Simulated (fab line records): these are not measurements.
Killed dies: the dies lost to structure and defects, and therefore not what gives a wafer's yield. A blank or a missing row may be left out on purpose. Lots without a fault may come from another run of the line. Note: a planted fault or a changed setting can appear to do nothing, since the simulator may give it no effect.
Struck lot and sound lot, side by side | flow n5Finfet | 16 out of 1938 route steps
Sound: wafers L684.1, L684.4, L684.5. Struck: wafers L682.1, L682.6. At the end, the cause is stated.
Each step with rows lists, per side, the tool, then ch with its chambers, then its first start. Under that, the readings that differ: sound wafers | struck wafers | difference of the means | sigmas: that difference in standard deviations of wafers without a fault.
alike: same words and numbers on both sides, and readings whose means sit less than 2 such deviations apart. not compared: any withheld reading, any reading some wafer has no value for, any bound like >300 that may hide the same value, and any number with overlapping values for which the record gives no deviation.
The two part at a step that has a row with sigmas, a row that says differs or no value, or rows on one side only. Numbers that don't overlap but have no deviation are shown without sigmas and don't part them. A reading missing from all wafers of one side parts the sides only when that side holds two or more wafers.

first, 9 steps without rows for these wafers: N5_BEOL_M0_SAQP_COAT_69 (time 60 s, resist thk 90 nm); N5_BEOL_M0_SAQP_COAT_72 (time 60 s, resist thk 15 nm); N5_BEOL_M0_SAQP_COAT_87 (time 60 s, resist thk 5 nm); N5_BEOL_M0_SAQP_COAT_34 (resist thk 30 nm); N5_BEOL_M0_SAQP_EBR_36; N5_BEOL_M0_SAQP_SOFTBAKE_35 (time 60 s); N5_BEOL_M0_SAQP_EXPOSE_37 (exposes mask M0 CUT1, target cd 30 nm); N5_BEOL_M0_SAQP_PEB_38 (peb time 60 s); N5_BEOL_M0_SAQP_DEVELOP_39 (develop time 30 s).
N5_BEOL_M0_SAQP_CD_MEAS_40: the cd target is 30 nm.
  sound on cdSem-03 ch 0, day 10 07:11; struck on cdSem-01 ch 0, day 9 23:01
  alike: cdNm
N5_BEOL_M0_SAQP_OVL_MEAS_41:
  sound on overlay-02 ch 0, day 10 07:13; struck on overlay-02 ch 0, day 9 23:03
  alike: M0_CUT1_OVL
N5_BEOL_M0_SAQP_INSPECT_42: inspects for defects (brightfield).
  sound on defectInspect-02 at day 10 07:16; struck on defectInspect-02 at day 9 23:07
  alike: rawDefectCount
N5_BEOL_M0_SAQP_DESCUM_45: chemistry O2, time 7 s.
  sound on rieDiel-02 ch 0,3, day 10 07:19; struck on rieDiel-06 ch 2,3, day 9 23:10
reading                                          | sound             | struck      | difference | sigmas
throttleValvePct (%)                             | 20.61 20.97 20.96 | 20.30 20.34 | -0.53      | -3
model.CAR-EUV_of_BEOL_M0_SAQP_COAT_34.thkNm (nm) | 26 25.8 26        | 25.4 25.6   | -0.4       | 
  alike: chamberPressureMTorr, drypumpMotorCurrentA, oesProductAu, rfFwdPowerW, rfVppV, showerheadPlenumPTorr
  not compared: rfHoursCounterH
N5_BEOL_M0_SAQP_ETCH_88: etches underlayer in N2/H2, target depth 6.5 nm, time 5.2 s.
  sound on rieDiel-02 ch 0,3, day 10 07:20; struck on rieDiel-06 ch 2,3, day 9 23:11
reading              | sound             | struck      | difference | sigmas
throttleValvePct (%) | 18.49 18.33 18.34 | 17.71 17.77 | -0.65      | -2
  alike: chamberPressureMTorr, drypumpMotorCurrentA, etchRfOnTimeS, h2FlowSccm, oesProductAu, rfFwdPowerW, rfVppV, showerheadPlenumPTorr
  not compared: rfHoursCounterH
-- record jumps: 6 days separate the struck wafers' starts on either side; left off in module BEOL_M0_SAQP, taken up again in module BEOL_M4, whose first shown step is the route's number 1111 --
N5_BEOL_M4_RC_MEAS_101:
  sound on prober-01 ch 0, day 17 04:20; struck on prober-01 ch 0, day 15 18:53
reading       | sound          | struck    | difference | sigmas
SS_N (mV/dec) | 71.2 70.1 70.7 | 72.2 72.7 | +1.8       | +2
  alike: DIBL_N, DIBL_P, IOFF_N, IOFF_P, ION_N, ION_P, SS_P, VT_N, VT_P
N5_PASSIVATION_PROBE_49:
  the record has rows for the sound wafers here (prober-02, day 21 14:50) and none for the struck ones

WHERE THEY PART
First at N5_BEOL_M0_SAQP_DESCUM_45; last, within this record, at N5_PASSIVATION_PROBE_49.

WHY: what the simulator had put in
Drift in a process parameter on rieDiel-06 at N5_BEOL_M0_SAQP_DESCUM_45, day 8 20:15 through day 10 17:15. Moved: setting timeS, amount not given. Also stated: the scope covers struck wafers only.
